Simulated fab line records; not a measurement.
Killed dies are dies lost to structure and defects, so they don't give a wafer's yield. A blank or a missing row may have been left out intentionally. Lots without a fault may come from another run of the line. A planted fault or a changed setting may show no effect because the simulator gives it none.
Split-lot study + flow n5_finfet + 39 wafers read from 7 lots, route of 1938 steps

## ABOUT THE SPLIT
At N5_MOL_CONTACT_COAG_ETCH_124 (etches SiNx in CH3F/O2, stops on SiOC, target depth 6.5 nm), the setting bias_w was moved away from the recipe's 73 W on 18 of the 39 wafers read, by -14.2% to +18.9%. The other wafers ran this setting at the recipe's value.

The split's own step is where the reading is taken.

## THE READING
rf_vpp_V, in V, at N5_MOL_CONTACT_COAG_ETCH_124 (etches SiNx in CH3F/O2, stops on SiOC, target depth 6.5 nm). On this fab line, fault-free wafers typically give 295 V with a standard deviation of 5.1 V.

| wafer  | tool, chamber at the split | bias_w as run, W | against the recipe | rf_vpp_V, V | against lot-mates on the recipe |
|--------|----------------------------|------------------|--------------------|-------------|---------------------------------|
| L075.3 | rie_diel-05, 1             | 73               | recipe             | 296         | -                               |
| L075.5 | rie_diel-05, 1             | 73               | recipe             | 296         | -                               |
| L075.6 | rie_diel-05, 0             | 73               | recipe             | 301         | -                               |
| L081.1 | rie_diel-06, 1             | 73               | recipe             | 294         | -                               |
| L081.2 | rie_diel-06, 0             | 73               | recipe             | 288         | -                               |
| L081.3 | rie_diel-06, 2             | 62.67            | -14.2%             | 265         | -25                             |
| L081.4 | rie_diel-06, 3             | 62.67            | -14.2%             | 256         | -34                             |
| L081.5 | rie_diel-06, 2             | 62.67            | -14.2%             | 265         | -25                             |
| L081.6 | rie_diel-06, 3             | 73               | recipe             | 289         | -                               |
| L082.1 | rie_diel-05, 2             | 66.39            | -9.1%              | 274         | -20                             |
| L082.2 | rie_diel-05, 1             | 73               | recipe             | 296         | -                               |
| L082.3 | rie_diel-05, 3             | 73               | recipe             | 289         | -                               |
| L082.4 | rie_diel-05, 0             | 66.39            | -9.1%              | 281         | -13                             |
| L082.5 | rie_diel-05, 2             | 73               | recipe             | 296         | -                               |
| L082.6 | rie_diel-05, 1             | 66.39            | -9.1%              | 275         | -19                             |
| L084.1 | rie_diel-06, 0             | 67.82            | -7.1%              | 271         | -27                             |
| L084.2 | rie_diel-06, 2             | 73               | recipe             | 302         | -                               |
| L084.3 | rie_diel-06, 3             | 67.82            | -7.1%              | 276         | -22                             |
| L084.4 | rie_diel-06, 1             | 73               | recipe             | 296         | -                               |
| L084.5 | rie_diel-06, 0             | 67.82            | -7.1%              | 272         | -26                             |
| L084.6 | rie_diel-06, 1             | 73               | recipe             | 295         | -                               |
| L089.1 | rie_diel-05, 0             | 69.47            | -4.8%              | 290         | -4                              |
| L089.2 | rie_diel-05, 2             | 73               | recipe             | 298         | -                               |
| L089.3 | rie_diel-05, 3             | 69.47            | -4.8%              | 278         | -16                             |
| L089.4 | rie_diel-05, 1             | 69.47            | -4.8%              | 284         | -10                             |
| L089.5 | rie_diel-05, 2             | 73               | recipe             | 297         | -                               |
| L089.6 | rie_diel-05, 3             | 73               | recipe             | 288         | -                               |
| L090.1 | rie_diel-05, 0             | 86.75            | +18.8%             | 347         | +51                             |
| L090.2 | rie_diel-05, 3             | 73               | recipe             | 290         | -                               |
| L090.3 | rie_diel-05, 2             | 86.75            | +18.8%             | 341         | +45                             |
| L090.4 | rie_diel-05, 1             | 73               | recipe             | 295         | -                               |
| L090.5 | rie_diel-05, 1             | 86.75            | +18.8%             | 340         | +44                             |
| L090.6 | rie_diel-05, 0             | 73               | recipe             | 302         | -                               |
| L096.1 | rie_diel-05, 1             | 86.82            | +18.9%             | 339         | +46                             |
| L096.2 | rie_diel-05, 0             | 86.82            | +18.9%             | 347         | +54                             |
| L096.3 | rie_diel-05, 3             | 73               | recipe             | 289         | -                               |
| L096.4 | rie_diel-05, 3             | 73               | recipe             | 289         | -                               |
| L096.5 | rie_diel-05, 1             | 86.82            | +18.9%             | 340         | +47                             |
| L096.6 | rie_diel-05, 0             | 73               | recipe             | 302         | -                               |

THE FIT
A straight line over all 39 wafers: rf_vpp_V changes by +2.46 V for each +1% of bias_w; r = +0.98; the points scatter about the line by 4.7 V.
The same after taking each lot's own level away (the mean of its wafers on the recipe; 39 wafers): +2.42 V for each +1%; r = +0.98; scatter 5 V.
Per that fit: largest bias_w move, reading shift of 46 V.
Measured against the standard deviation above, the lots' own levels, which go from 290.3 to 297.7 V, span 1.4 times it.
The two slopes agree, so the slope changes little with the lot-to-lot level.
Check: for one of the wafers moved furthest among these (+18.9%), held out of the fit, the line's prediction against its lot-mates is +46.6 V. It came out at +45.7 V against them.
Tool readings at the split's step, against how far the setting was moved: rf_vpp_V r = +0.98.

## OTHER SPLITS ON THESE WAFERS
Other splits were also applied to these wafers ahead of the reading. Each is held against what the fit with the lots' levels taken away leaves over:
| other split on the same wafers    | wafers away from the commonest value | r with rf_vpp_V (lot level and that fit taken away) |
|-----------------------------------|--------------------------------------|-----------------------------------------------------|
| N5_WELL_APT_IMPLANT_15 energy_kev | 15                                   | -0.01                                               |
| N5_SPACER0_ALD_00 ald_cycles      | 15                                   | -0.08                                               |
| N5_SD_EPI_N_LINER_46 target_thk_a | 12                                   | -0.43                                               |

## THE FILE'S OWN FIT
rf_vpp_V changes by +2.41 V for each +1% of bias_w, r = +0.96.
